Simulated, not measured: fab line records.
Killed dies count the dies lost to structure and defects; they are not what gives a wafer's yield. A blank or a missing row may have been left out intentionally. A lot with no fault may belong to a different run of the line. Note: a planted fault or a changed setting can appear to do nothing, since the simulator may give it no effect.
fab line records | flow nandHarc
record: lots: 13 wafers: 39 lastDay: 25
route steps=1159 shown A_CHANNEL_FILL_D1@501 END@1159
lots untouched by any fault: they come from a run of this same line in which no faults occurred
startH: hours from the record's first day to the start of the lot's first wafer shown | waitH: how many hours have passed since the lot's step before this one | " same as the row above | L1.1+2: several wafers, shown together as one row | - no value, or no start given | * or withheld: withheld | < > ~ a bound
route shown NAME@n: a module of which the file shows steps, and the number in the route of the first | usual: average and standard deviation across the fault-free wafers | same: alike in all rows | chamber/n: place in a boat | sites: each site's reading | _std_site: the standard deviation of these | _edge_site: inner sites' mean taken away from outer sites' mean | radiusMm: for every site, how far away it sits from the centre of the wafer | mask NAME#n: copy n | behind: the last tool/chamber to shape the wafer | hold: reason for holding the lot/hours on hold/outcome of the hold | device: the transistor (n, p or np) that didn't switch | end of line: tests run on the same wafers once the route is complete | a step with no rows: only its recipe | killed: at the first sort, the dies lost to defects and structure; wafer yield is something else | map: shows each die of a wafer: x if killed, . if not, _ if none is there
set.NAME: the setting that was run; set.NAME@STEP: the one run at that earlier step | model.NAME: the simulator's own value behind a step, which no gauge read
a sample of lots followed through the steps of the route, with each step as a table and each wafer as a row
services: from which hour (startH, from the record's first day; less than 0 if before it) a tool's chamber was out of use, for how many hours, and why
== steps ==
step: NHARC_A_CHANNEL_FILL_D1_STRIP_28
recipe: timeS: 20 o2FlowSccm: 500 arFlowSccm: 0 biasW: 0 chemistry: O2
usual: drypumpMotorCurrentA: 5.9/0.62 oesProductAu: 0.998/0.011 rfVppV: 57.9/0.97 showerheadPlenumPTorr: 3.56/0.14 throttleValvePct: 17.035/0.0093
columns lot.wafer tool chamber startH waitH drypumpMotorCurrentA oesProductAu rfHoursCounterH rfVppV showerheadPlenumPTorr throttleValvePct
L601.2 rieDiel-04 0 220.11 0.1 6.0 0.986 3 57.1 3.46 17.029
L601.1 " 1 " " 6.4 0.998 3 58.2 3.49 17.041
L601.5 " 0 " " 6.1 0.988 - 56.3 3.46 17.048
L599.3 rieDiel-04 1 223.90 0.1 6.4 1.000 3 56.9 3.49 17.024
L599.4 " 3 " " 5.4 1.000 3 59.4 3.72 17.023
L599.1 " 0 " " 6.1 0.993 3 56.8 3.46 17.040
L600.2 rieDiel-09 0 223.95 0.1 6.4 0.996 6 58.7 3.64 17.027
L600.6 " 2 " " 4.9 0.984 - 56.5 3.71 17.035
L600.5 " 3 " " 6.6 0.998 - 56.4 3.31 17.028
L602.1 rieDiel-09 0 228.25 0.1 6.4 0.999 6 57.2 3.64 17.042
L602.6 " 3 " " 6.5 1.000 - 59.0 3.31 17.034
L602.5 " 0 " " 6.4 0.992 - 58.2 3.64 17.031
L605.4 rieDiel-09 0 239.68 0.1 6.4 0.986 6 57.4 3.64 17.042
L605.5 " 0 " " 6.4 0.992 - 58.2 3.64 17.038
L605.6 " 1 " " 5.7 1.009 - 56.7 3.52 17.032
L610.2 rieDiel-09 1 264.45 0.1 5.8 1.008 0 58.7 3.52 17.044
L610.3 " 2 " " 4.9 0.984 0 58.4 3.71 17.032
L610.6 " 1 " " 5.7 1.004 - 56.9 3.52 17.033
L608.1 rieDiel-04 2 269.03 0.1 4.9 0.979 4 59.0 3.70 17.058
L608.5 " 2 " " 4.9 0.991 - 58.7 3.70 17.045
L608.4 " 1 " " 6.4 0.995 - 57.6 3.49 17.029
L611.2 rieDiel-04 0 283.83 0.1 6.1 0.983 4 59.0 3.46 17.026
L611.3 " 1 " " 6.4 0.995 4 57.2 3.49 17.057
L611.4 " 3 " " 5.3 1.007 4 57.6 3.72 17.033
L617.2 rieDiel-04 3 319.35 0.1 5.3 1.004 0 57.2 3.72 17.029
L617.6 " 1 " " 6.4 0.982 - 58.0 3.49 17.055
L617.5 " 3 " " 5.3 1.007 - 59.3 3.72 17.029
L616.4 rieDiel-03 2 323.80 0.4 5.6 0.990 20 58.4 3.75 17.017
L616.6 " 3 " " 5.8 0.981 - 58.6 3.56 17.043
L616.5 " 0 " " 6.5 0.996 - 57.1 3.46 17.034
L620.1 rieDiel-09 0 327.30 0.1 6.4 1.004 3 57.7 3.64 17.020
L620.2 " 3 " " 6.6 1.004 3 57.1 3.31 17.012
L620.6 " 0 " " 6.4 0.996 - 58.7 3.64 17.030
L621.5 rieDiel-04 1 334.99 0.1 6.4 0.983 - 56.5 3.49 17.030
L621.4 " 3 " " 5.4 1.001 - 57.7 3.72 17.037
L621.6 " 0 " " 6.0 1.015 - 57.2 3.46 17.044
L622.2 rieDiel-09 2 357.47 0.1 4.9 0.983 4 59.2 3.71 17.039
L622.5 " 2 " " 4.9 0.983 - 58.8 3.71 17.041
L622.6 " 3 " " 6.6 1.006 - 55.8 3.31 17.039
step: NHARC_A_CHANNEL_FILL_D1_ALD_25
recipe: targetThkA: 600 pulseTimeS: 10 aldCycles: 600 tempC: 300 material: SiOx
usual: aldCycles: 600/0 heaterPowerW: 477/34 precursorPulseHeightRel: 0.997/0.02 susceptorTempC: 300.00/0.2
same: pulseTimeS: 10
columns lot.wafer tool chamber startH waitH aldCycles heaterPowerW precursorPulseHeightRel susceptorTempC
L601.2 aldHk-04 0 231.86 0.1 600 462 1.000 299.92
L601.1 " 3 233.72 1.9 600 523 0.994 299.60
L601.5 " 0 " " 600 441 0.972 300.05
L600.2 aldHk-02 0 237.17 0.7 600 485 0.986 300.23
L600.5 " 3 239.03 2.5 600 454 0.999 300.21
L600.6 " 0 " " 600 475 1.025 300.30
L599.1 aldHk-01 3 239.08 2.5 600 475 1.002 300.13
L599.3 " 1 241.51 5.0 600 520 1.007 299.82
L599.4 " 2 242.72 6.2 600 513 0.998 299.90
L602.1 aldHk-04 0 243.70 3.8 600 459 0.969 299.78
L602.6 " 1 " " 600 448 0.989 299.84
L602.5 " 2 " " 600 455 1.034 300.20
L605.4 aldHk-02 1 253.88 2.0 600 425 0.986 299.77
L605.6 " 2 " " 600 517 0.987 299.94
L605.5 " 3 " " 600 467 0.980 300.20
L610.3 aldHk-04 3 276.11 0.1 600 534 1.000 300.22
L610.2 " 0 " " 600 469 0.979 299.66
L610.6 " 3 278.60 2.5 600 529 0.995 299.92
L608.1 aldHk-01 1 280.70 0.1 600 528 0.986 -
L608.4 " 0 282.51 1.9 600 462 1.023 -
L608.5 " 2 283.72 3.1 600 512 0.981 -
L611.2 aldHk-01 0 296.51 0.8 600 443 1.004 299.87
L611.3 " 1 " " 600 523 0.971 299.93
L611.4 " 2 " " 600 518 1.004 300.27
L617.2 aldHk-02 3 332.18 0.7 478 445 0.969 299.81
L617.6 " 2 334.03 2.5 478 520 0.999 300.00
L617.5 " 3 " " 478 445 0.978 300.12
L616.4 aldHk-02 1 335.29 0.1 478 437 0.983 300.10
L616.6 " 1 337.76 2.5 478 432 0.982 299.98
L616.5 " 2 " " 478 531 0.950 300.10
L620.2 aldHk-01 1 338.89 0.1 600 533 1.033 300.02
L620.1 " 2 " " 600 515 1.034 299.95
L620.6 " 1 341.35 2.5 600 515 1.033 300.16
L621.4 aldHk-04 1 347.22 0.7 600 449 1.015 300.07
L621.5 " 0 349.07 2.5 600 476 0.977 299.79
L621.6 " 1 " " 600 458 1.015 299.86
L622.2 aldHk-01 3 372.07 3.0 600 466 1.007 300.35
L622.6 " 0 " " 600 441 0.967 300.11
L622.5 " 1 " " 600 531 0.973 300.00
step: NHARC_A_CHANNEL_FILL_D1_ETCHBACK_08
recipe: targetDepthA: 2200 timeS: 110 c4f8FlowSccm: 20 arFlowSccm: withheld rfW: 600 biasW: 300 chemistry: C4F8
usual: oesProductAu: 0.95/0.036 rfVppV: 441.4/2.7
columns lot.wafer tool chamber startH waitH oesProductAu rfHoursCounterH rfVppV
L601.2 rieDiel-04 0 - - 0.93 3 438.9
L601.1 " 3 " " 0.94 3 444.1
L601.5 " 0 " " 0.93 - 441.0
L600.2 rieDiel-04 3 - - 1.02 3 444.2
L600.5 " 2 " " 0.99 - 442.8
L600.6 " 3 " " 1.01 - 445.1
L602.1 rieDiel-09 2 - - 0.92 5 442.8
L602.6 " 3 " " 0.92 - 437.2
L602.5 " 0 " " 0.93 - 444.3
L599.3 rieDiel-09 1 - - 0.94 7 439.9
L599.4 " 2 " " 0.91 5 443.6
L599.1 " 3 " " 0.92 7 436.7
L605.4 rieDiel-04 0 - - 0.99 4 439.5
L605.6 " 3 " " 1.01 - 443.8
L605.5 " 0 " " 0.98 - 440.2
L610.3 rieDiel-03 0 - - 1.00 10 438.6
L610.2 " 1 " " 0.99 10 438.3
L610.6 " 2 " " 0.99 - 445.0
L608.4 rieDiel-03 1 - - 0.98 10 438.5
L608.1 " 2 " " 1.00 12 445.6
L608.5 " 3 " " 1.01 - 440.7
L611.2 rieDiel-03 0 - - 0.99 12 439.2
L611.4 " 1 " " 0.99 13 437.8
L611.3 " 2 " " 1.00 15 446.1
L617.2 rieDiel-09 2 - - 0.91 3 443.5
L617.6 " 2 " " 0.92 - 443.8
L617.5 " 3 " " 0.92 - 436.3
L616.4 rieDiel-09 2 - - 0.98 3 445.1
L616.5 " 3 " " 0.99 - 436.5
L616.6 " 0 " " 0.98 - 443.8
L620.2 rieDiel-09 3 - - 0.93 4 435.1
L620.1 " 1 " " 0.94 3 440.5
L620.6 " 3 " " 0.94 - 436.9
L621.4 rieDiel-04 2 - - 0.97 0 442.8
L621.5 " 2 " " 0.97 - 442.9
L621.6 " 3 " " 0.93 - 444.0
L622.2 rieDiel-09 2 - - 0.91 5 444.0
L622.5 " 2 " " 0.92 - 445.1
L622.6 " 3 " " 0.93 - 435.7
step: NHARC_A_CHANNEL_FILL_D1_INSPECT_13
usual: rawDefectCount: 296/97
columns lot.wafer tool chamber startH waitH rawDefectCount
L601.1 defectInspect-01 - 243.68 0.2 356
L601.2 " - " " 328
L601.5 " - " " 371
L600.2 defectInspect-02 - 248.46 0.1 366
L600.5 " - " " 273
L600.6 " - " " 299
L599.1 defectInspect-01 - 253.40 0.2 199
L599.3 " - " " 212
L599.4 " - " " 213
L602.1 defectInspect-02 - 253.57 0.2 380
L602.5 " - " " 446
L602.6 " - " " 249
L605.4 defectInspect-02 - 263.75 0.1 437
L605.5 " - " " 441
L605.6 " - " " 341
L610.2 defectInspect-01 - 288.07 0.1 364
L610.3 " - " " 146
L610.6 " - " " 269
L608.1 defectInspect-01 - 292.52 0.2 254
L608.4 " - " " 187
L608.5 " - " " 303
L611.2 defectInspect-01 - 308.16 0.1 215
L611.3 " - " " 153
L611.4 " - " " 239
L617.2 defectInspect-01 - 343.64 0.1 224
L617.5 " - " " 238
L617.6 " - " " 197
L616.4 defectInspect-01 - 347.27 0.1 256
L616.5 " - " " 326
L616.6 " - " " 163
L620.1 defectInspect-01 - 350.91 0.2 248
L620.2 " - " " 262
L620.6 " - " " 201
L621.4 defectInspect-02 - 358.52 0.1 499
L621.5 " - " " 396
L621.6 " - " " 271
L622.2 defectInspect-02 - 382.28 0.1 265
L622.5 " - " " 140
L622.6 " - " " 376
step: NHARC_END_SORT_01
recipe: tempC: 25
usual: killedAtArray: 29/11 killedAtOther: 0.5/0.8 killedAtPeriphery: 3.5/2.8 killedDies: 33/12 killedOpen: 3.1/1.8 killedShort: 1.8/1.4
same: grossDies: 677
columns lot.wafer tool chamber startH waitH killedAtArray killedAtOther killedAtPeriphery killedDies killedOpen killedShort
L602.1 prober-02 0 444.36 2.5 12 0 4 16 4 0
L602.5 prober-02 0 447.50 3.6 10 0 4 14 1 0
L602.6 prober-02 0 448.28 3.9 16 0 3 19 3 4
L599.1 prober-02 0 453.24 2.5 9 0 1 10 2 2
L599.3 prober-02 0 454.83 3.1 11 0 3 14 5 1
L599.4 prober-02 0 455.63 3.4 5 0 2 7 4 1
L601.1 prober-02 0 461.04 2.5 18 0 3 21 5 3
L601.2 prober-02 0 461.84 2.8 17 0 2 19 5 2
L601.5 prober-02 0 464.23 3.7 15 0 1 16 2 1
L600.2 prober-02 0 469.61 2.8 42 2 4 48 3 5
L600.5 prober-02 0 471.99 3.7 23 1 8 32 3 1
L600.6 prober-02 0 472.78 4.0 34 1 11 46 1 2
L605.4 prober-02 0 494.69 3.4 22 2 0 24 5 2
L605.5 prober-02 0 495.49 3.7 16 3 3 22 5 2
L605.6 prober-02 0 496.28 4.0 23 2 7 32 5 2
L608.1 prober-01 0 498.34 2.5 37 0 2 39 2 4
L608.4 prober-01 0 500.71 3.4 33 0 8 41 1 0
L608.5 prober-01 0 501.50 3.7 46 0 3 49 3 3
L610.2 prober-01 0 506.88 2.8 17 0 3 20 1 3
L610.3 prober-01 0 507.69 3.1 16 0 4 20 3 3
L610.6 prober-01 0 510.14 4.1 14 1 6 21 8 2
L611.2 prober-02 0 513.15 2.8 25 1 4 30 6 3
L611.3 prober-02 0 513.95 3.1 33 0 0 33 3 2
L611.4 prober-02 0 514.75 3.4 35 0 1 36 3 2
L617.2 prober-01 0 543.48 2.8 31 1 3 35 7 4
L617.5 prober-01 0 545.90 3.7 16 2 2 20 3 1
L617.6 prober-01 0 546.70 4.0 21 0 3 24 3 4
L616.4 prober-01 0 552.88 3.4 21 2 5 28 4 1
L616.5 prober-01 0 553.68 3.7 40 0 11 51 5 4
L616.6 prober-01 0 554.49 4.0 38 1 6 45 6 0
L621.4 prober-01 0 579.09 3.4 37 0 1 38 2 2
L621.5 prober-01 0 579.90 3.7 45 0 1 46 1 2
L621.6 prober-01 0 580.71 4.0 50 1 4 55 1 6
L620.1 prober-01 0 584.53 2.5 27 0 1 28 0 1
L620.2 prober-01 0 585.34 2.8 29 2 6 37 3 0
L620.6 prober-01 0 588.56 4.0 33 1 4 38 2 2
L622.2 prober-01 0 593.17 2.8 36 0 5 41 4 2
L622.5 prober-01 0 595.54 3.7 44 0 1 45 4 2
L622.6 prober-01 0 596.33 4.0 30 0 2 32 4 2
killed by level:class
L602.1 A_CONTACT:chamberFilmFlake=4 A_CHANNEL_HOLE_D1:chamberFilmFlake=3 A_CHANNEL_FILL_D1:geometricParticle:open=1 A_SGD_CUT:geometricParticle:open=1 A_CONTACT:geometricParticle:open=1 A_BLC:geometricParticle:open=1 P_STI:chamberFilmFlake=1 P_GATE:chamberFilmFlake=1
L602.5 A_CHANNEL_HOLE_D1:chamberFilmFlake=4 P_STI:chamberFilmFlake=3 A_CONTACT:chamberFilmFlake=3 A_STAIRCASE:chamberFilmFlake=2 A_CONTACT:geometricParticle:open=1 P_M1:chamberFilmFlake=1
L602.6 A_CHANNEL_HOLE_D1:chamberFilmFlake=5 A_SLIT:chamberFilmFlake=3 A_CONTACT:geometricParticle:open=2 A_M0:geometricParticle:short=2 A_CONTACT:chamberFilmFlake=2 P_M2:geometricParticle:short=1 A_BLC:geometricParticle:short=1 A_M0:geometricParticle:open=1
L599.1 A_CONTACT:chamberFilmFlake=2 A_ONON_D1:geometricParticle:short=1 A_WL_FILL:geometricParticle:short=1 A_WL_FILL:geometricParticle:open=1 A_CONTACT:geometricParticle:open=1 P_STI:chamberFilmFlake=1 A_CHANNEL_HOLE_D1:chamberFilmFlake=1 A_STAIRCASE:chamberFilmFlake=1
L599.3 A_CHANNEL_HOLE_D1:chamberFilmFlake=3 A_CONTACT:chamberFilmFlake=3 P_M0:geometricParticle:open=2 A_M0:geometricParticle:open=2 A_ONON_D1:geometricParticle:short=1 A_CHANNEL_HOLE_D1:geometricParticle:open=1 P_ZERO_WELL:chamberFilmFlake=1 A_ZERO_WELL:chamberFilmFlake=1
L599.4 P_CONTACT:geometricParticle:open=1 A_ONON_D1:geometricParticle:open=1 A_CHANNEL_FILL_D1:geometricParticle:open=1 A_CHANNEL_FILL_D1:geometricParticle:short=1 A_WL_FILL:geometricParticle:open=1 P_GATE:chamberFilmFlake=1 A_STAIRCASE:chamberFilmFlake=1
L601.1 A_CONTACT:chamberFilmFlake=4 A_CHANNEL_HOLE_D1:chamberFilmFlake=3 A_ONON_D1:geometricParticle:open=2 P_ZERO_WELL:chamberFilmFlake=2 A_SLIT:chamberFilmFlake=2 P_CONTACT:geometricParticle:short=1 A_ONON_D1:geometricParticle:short=1 A_WL_FILL:geometricParticle:short=1
L601.2 A_M1:chamberFilmFlake=5 A_CONTACT:geometricParticle:open=2 A_CHANNEL_HOLE_D1:chamberFilmFlake=2 A_STAIRCASE:chamberFilmFlake=2 A_CONTACT:chamberFilmFlake=2 P_CONTACT:geometricParticle:open=1 A_ONON_D1:geometricParticle:open=1 A_ONON_D1:geometricParticle:short=1
L601.5 A_STAIRCASE:chamberFilmFlake=4 A_M1:chamberFilmFlake=4 A_CONTACT:chamberFilmFlake=3 A_CHANNEL_HOLE_D1:chamberFilmFlake=2 P_M2:geometricParticle:short=1 A_ONON_D1:geometricParticle:open=1 A_CHANNEL_FILL_D1:geometricParticle:open=1
L600.2 A_SLIT:chamberFilmFlake=16 A_CHANNEL_HOLE_D1:chamberFilmFlake=15 A_STAIRCASE:chamberFilmFlake=3 A_CHANNEL_FILL_D1:geometricParticle:short=2 P_M1:chamberFilmFlake=2 THIN_TSV:chamberFilmFlake=2 P_GATE:geometricParticle:short=1 P_GATE:geometricParticle:open=1
L600.5 A_CHANNEL_HOLE_D1:chamberFilmFlake=11 A_SLIT:chamberFilmFlake=10 P_M1:chamberFilmFlake=3 P_STI:chamberFilmFlake=2 P_GATE:geometricParticle:open=1 P_GATE:geometricParticle:short=1 P_BONDPAD:geometricParticle:open=1 A_WL_FILL:geometricParticle:open=1
L600.6 A_CHANNEL_HOLE_D1:chamberFilmFlake=15 A_SLIT:chamberFilmFlake=9 A_WL_FILL:chamberFilmFlake=5 P_STI:chamberFilmFlake=4 P_M1:chamberFilmFlake=4 A_CONTACT:chamberFilmFlake=3 P_GATE:geometricParticle:open=1 P_M2:geometricParticle:short=1
L605.4 A_CHANNEL_HOLE_D1:chamberFilmFlake=9 A_STAIRCASE:chamberFilmFlake=3 A_CONTACT:chamberFilmFlake=3 A_WL_FILL:geometricParticle:open=2 THIN_TSV:chamberFilmFlake=2 A_SOURCE_PLATE:geometricParticle:open=1 A_CHANNEL_FILL_D1:geometricParticle:open=1 A_WL_FILL:geometricParticle:short=1
L605.5 A_CHANNEL_HOLE_D1:chamberFilmFlake=8 A_CONTACT:chamberFilmFlake=3 A_CONTACT:geometricParticle:open=2 THIN_TSV:chamberFilmFlake=2 P_GATE:geometricParticle:open=1 A_ONON_D1:geometricParticle:short=1 A_WL_FILL:geometricParticle:short=1 A_BLC:geometricParticle:open=1
L605.6 A_CHANNEL_HOLE_D1:chamberFilmFlake=15 P_STI:chamberFilmFlake=2 P_GATE:chamberFilmFlake=2 A_CONTACT:chamberFilmFlake=2 THIN_TSV:chamberFilmFlake=2 P_GATE:geometricParticle:open=1 P_CONTACT:geometricParticle:open=1 P_M2:geometricParticle:open=1
L608.1 A_CHANNEL_HOLE_D1:chamberFilmFlake=15 A_SLIT:chamberFilmFlake=12 A_ONON_D1:geometricParticle:short=2 P_STI:geometricParticle:short=1 A_CHANNEL_HOLE_D1:geometricParticle:short=1 A_CONTACT:geometricParticle:open=1 A_M0:geometricParticle:open=1 P_STI:chamberFilmFlake=1
L608.4 A_SLIT:chamberFilmFlake=17 A_CHANNEL_HOLE_D1:chamberFilmFlake=10 P_STI:chamberFilmFlake=5 P_GATE:chamberFilmFlake=3 A_ZERO_WELL:chamberFilmFlake=2 A_STAIRCASE:chamberFilmFlake=2 A_CONTACT:geometricParticle:open=1 A_CONTACT:chamberFilmFlake=1
L608.5 A_CHANNEL_HOLE_D1:chamberFilmFlake=19 A_SLIT:chamberFilmFlake=16 A_CONTACT:chamberFilmFlake=4 P_GATE:chamberFilmFlake=2 A_CHANNEL_FILL_D1:geometricParticle:open=1 A_CHANNEL_FILL_D1:geometricParticle:short=1 A_WL_FILL:geometricParticle:short=1 A_CONTACT:geometricParticle:short=1
L610.2 A_CHANNEL_HOLE_D1:chamberFilmFlake=4 A_CHANNEL_FILL_D1:chamberFilmFlake=4 A_ZERO_WELL:chamberFilmFlake=2 A_CONTACT:chamberFilmFlake=2 P_M0:geometricParticle:short=1 A_ONON_D1:geometricParticle:open=1 A_WL_FILL:geometricParticle:short=1 A_M1:geometricParticle:short=1
L610.3 A_CHANNEL_HOLE_D1:chamberFilmFlake=4 A_CONTACT:chamberFilmFlake=4 A_CHANNEL_FILL_D1:chamberFilmFlake=3 P_GATE:chamberFilmFlake=2 P_STI:geometricParticle:open=1 A_SOURCE_PLATE:geometricParticle:short=1 A_CHANNEL_HOLE_D1:geometricParticle:open=1 A_CHANNEL_FILL_D1:geometricParticle:short=1
L610.6 A_CHANNEL_HOLE_D1:chamberFilmFlake=5 A_CONTACT:chamberFilmFlake=3 A_CONTACT:geometricParticle:open=2 A_M1:geometricParticle:open=2 P_GATE:geometricParticle:open=1 P_CONTACT:geometricParticle:open=1 P_M0:geometricParticle:open=1 P_M0:geometricParticle:short=1
L611.2 A_SLIT:chamberFilmFlake=16 P_GATE:geometricParticle:short=2 A_CHANNEL_HOLE_D1:chamberFilmFlake=2 P_M0:geometricParticle:open=1 A_ONON_D1:geometricParticle:open=1 A_CHANNEL_FILL_D1:geometricParticle:open=1 A_CONTACT:geometricParticle:short=1 A_CONTACT:geometricParticle:open=1
L611.3 A_SLIT:chamberFilmFlake=16 A_CHANNEL_HOLE_D1:chamberFilmFlake=6 A_CONTACT:chamberFilmFlake=3 A_STAIRCASE:chamberFilmFlake=2 A_CHANNEL_HOLE_D1:geometricParticle:short=1 A_CHANNEL_HOLE_D1:geometricParticle:open=1 A_CHANNEL_FILL_D1:geometricParticle:short=1 A_CONTACT:geometricParticle:open=1
L611.4 A_SLIT:chamberFilmFlake=18 A_CHANNEL_HOLE_D1:chamberFilmFlake=6 A_STAIRCASE:chamberFilmFlake=2 A_CONTACT:chamberFilmFlake=2 A_CHANNEL_HOLE_D1:geometricParticle:short=1 A_WL_FILL:geometricParticle:open=1 A_CONTACT:geometricParticle:short=1 A_CONTACT:geometricParticle:open=1
L617.2 A_CHANNEL_HOLE_D1:chamberFilmFlake=11 A_STAIRCASE:chamberFilmFlake=8 A_CONTACT:chamberFilmFlake=3 A_CONTACT:geometricParticle:open=2 P_GATE:geometricParticle:open=1 P_M0:geometricParticle:open=1 A_SOURCE_PLATE:geometricParticle:open=1 A_ONON_D1:geometricParticle:open=1
L617.5 A_CHANNEL_HOLE_D1:chamberFilmFlake=5 A_CONTACT:chamberFilmFlake=4 A_CONTACT:geometricParticle:open=2 A_ZERO_WELL:chamberFilmFlake=2 A_STAIRCASE:chamberFilmFlake=2 THIN_TSV:chamberFilmFlake=2 P_CONTACT:geometricParticle:short=1 P_CONTACT:geometricParticle:open=1
L617.6 A_CHANNEL_HOLE_D1:chamberFilmFlake=10 A_STAIRCASE:chamberFilmFlake=6 P_CONTACT:geometricParticle:short=1 P_CONTACT:geometricParticle:open=1 P_M0:geometricParticle:open=1 A_ONON_D1:geometricParticle:short=1 A_CHANNEL_HOLE_D1:geometricParticle:short=1 A_CONTACT:geometricParticle:short=1
L616.4 A_CHANNEL_HOLE_D1:chamberFilmFlake=12 P_ZERO_WELL:chamberFilmFlake=2 A_STAIRCASE:chamberFilmFlake=2 P_M0:geometricParticle:open=1 A_STAIRCASE:geometricParticle:open=1 A_BLC:geometricParticle:open=1 A_M0:geometricParticle:open=1 P_STI:chamberFilmFlake=1
L616.5 A_CHANNEL_HOLE_D1:chamberFilmFlake=28 P_GATE:chamberFilmFlake=4 A_STAIRCASE:chamberFilmFlake=4 P_STI:chamberFilmFlake=3 A_CONTACT:geometricParticle:open=2 P_GATE:geometricParticle:short=1 P_CONTACT:geometricParticle:short=1 P_M0:geometricParticle:open=1
L616.6 A_CHANNEL_HOLE_D1:chamberFilmFlake=20 A_STAIRCASE:chamberFilmFlake=7 A_CONTACT:chamberFilmFlake=4 P_STI:chamberFilmFlake=3 A_CONTACT:geometricParticle:open=2 A_M0:chamberFilmFlake=2 P_CONTACT:geometricParticle:open=1 A_CHANNEL_HOLE_D1:geometricParticle:open=1
L621.4 A_SLIT:chamberFilmFlake=22 A_CHANNEL_HOLE_D1:chamberFilmFlake=6 A_STAIRCASE:chamberFilmFlake=5 A_CHANNEL_FILL_D1:geometricParticle:short=1 A_CONTACT:geometricParticle:open=1 A_M0:geometricParticle:open=1 A_M0:geometricParticle:short=1 P_STI:chamberFilmFlake=1
L621.5 A_SLIT:chamberFilmFlake=26 A_CHANNEL_HOLE_D1:chamberFilmFlake=10 A_STAIRCASE:chamberFilmFlake=4 A_WL_FILL:geometricParticle:short=1 A_CONTACT:geometricParticle:short=1 A_CONTACT:geometricParticle:open=1 P_STI:chamberFilmFlake=1 A_ZERO_WELL:chamberFilmFlake=1
L621.6 A_SLIT:chamberFilmFlake=22 A_CHANNEL_HOLE_D1:chamberFilmFlake=17 A_WL_FILL:geometricParticle:short=5 A_STAIRCASE:chamberFilmFlake=4 P_ZERO_WELL:chamberFilmFlake=2 P_STI:chamberFilmFlake=2 A_WL_FILL:geometricParticle:open=1 STARTING-WAFER:geometricParticle:short=1
L620.1 A_CHANNEL_HOLE_D1:chamberFilmFlake=16 A_CONTACT:chamberFilmFlake=9 P_CONTACT:geometricParticle:short=1 A_STAIRCASE:chamberFilmFlake=1 A_WL_FILL:chamberFilmFlake=1
L620.2 A_CHANNEL_HOLE_D1:chamberFilmFlake=15 A_CONTACT:chamberFilmFlake=10 A_STAIRCASE:chamberFilmFlake=3 P_GATE:chamberFilmFlake=2 THIN_TSV:chamberFilmFlake=2 P_M0:geometricParticle:open=1 P_M1:geometricParticle:open=1 A_ONON_D1:geometricParticle:open=1
L620.6 A_CHANNEL_HOLE_D1:chamberFilmFlake=22 A_CONTACT:chamberFilmFlake=6 P_STI:chamberFilmFlake=2 A_STAIRCASE:chamberFilmFlake=2 P_M1:geometricParticle:short=1 A_WL_FILL:geometricParticle:open=1 A_CONTACT:geometricParticle:short=1 A_CONTACT:geometricParticle:open=1
L622.2 A_SLIT:chamberFilmFlake=17 A_CONTACT:chamberFilmFlake=10 A_WL_FILL:geometricParticle:open=3 P_STI:chamberFilmFlake=3 P_ZERO_WELL:chamberFilmFlake=2 A_STAIRCASE:chamberFilmFlake=2 A_CHANNEL_HOLE_D1:geometricParticle:short=1 A_WL_FILL:geometricParticle:short=1
L622.5 A_SLIT:chamberFilmFlake=22 A_CONTACT:chamberFilmFlake=10 A_CHANNEL_HOLE_D1:chamberFilmFlake=4 A_STAIRCASE:chamberFilmFlake=2 A_ONON_D1:geometricParticle:open=1 A_CHANNEL_HOLE_D1:geometricParticle:short=1 A_CHANNEL_FILL_D1:geometricParticle:open=1 A_STAIRCASE:geometricParticle:open=1
L622.6 A_SLIT:chamberFilmFlake=13 A_CONTACT:chamberFilmFlake=7 A_CHANNEL_HOLE_D1:chamberFilmFlake=2 A_STAIRCASE:chamberFilmFlake=2 P_M2:geometricParticle:open=1 A_CHANNEL_HOLE_D1:geometricParticle:open=1 A_CHANNEL_FILL_D1:geometricParticle:short=1 A_WL_FILL:geometricParticle:short=1
== services ==
columns tool chamber startH hours kind
rieDiel-03 3 197.18 19.8 repair
rieDiel-09 0 208.67 - clean
rieDiel-09 1 208.67 - clean
rieDiel-09 2 208.67 - clean
rieDiel-09 3 208.67 - clean
rieDiel-03 - 215.30 9.0 pm
aldHk-01 - 229.08 10.0 pm
rieDiel-09 0 233.18 - clean
rieDiel-09 1 233.18 - clean
rieDiel-09 2 233.18 - clean
rieDiel-09 3 233.18 - clean
rieDiel-09 - 254.13 9.0 pm
rieDiel-09 0 254.13 9.0 ventCycle
rieDiel-04 1 260.05 3.1 repair
rieDiel-04 0 264.88 18.9 repair
rieDiel-03 0 275.90 4.9 repair
rieDiel-09 3 283.21 3.2 repair
rieDiel-04 - 288.90 9.0 pm
rieDiel-04 2 302.93 5.4 repair
rieDiel-04 2 308.51 34.0 repair
aldHk-02 - 320.77 0.9 repair
rieDiel-04 0 329.18 4.4 repair
rieDiel-04 0 355.02 10.3 repair
aldHk-04 - 364.00 10.0 pm
== key ==
firstSign: step: NHARC_A_CHANNEL_FILL_D1_ALD_25 reading: aldCycles direction: down sigmas: 99+ usual: 600 struck: 478
effect none on later readings
metAt NHARC_A_CHANNEL_FILL_D1_ALD_25
struckLots L616,L617
testerLeftOut L616,L617
notActingAt NHARC_A_CHANNEL_FILL_D1_STRIP_28,NHARC_A_CHANNEL_FILL_D1_ETCHBACK_08,NHARC_A_CHANNEL_FILL_D1_INSPECT_13
onsetBetween 253.88 332.18
fault: kind: processParameterDrift tool: aldHk-02 chamber: - onsetH: 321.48 steps: NHARC_A_CHANNEL_FILL_D1_ALD_25 channel: aldCycles offset: -122 shape: step endH: 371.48 actsIn: theseRecipesOnly stated: 600
testerLeftOut: of these lots the tester's yield and bins aren't shown, on N5 and GAA mostly nor the transistor test; their killed dies are dies lost to structure and defects alone, not to doping, threshold or leakage, so they don't give the yield
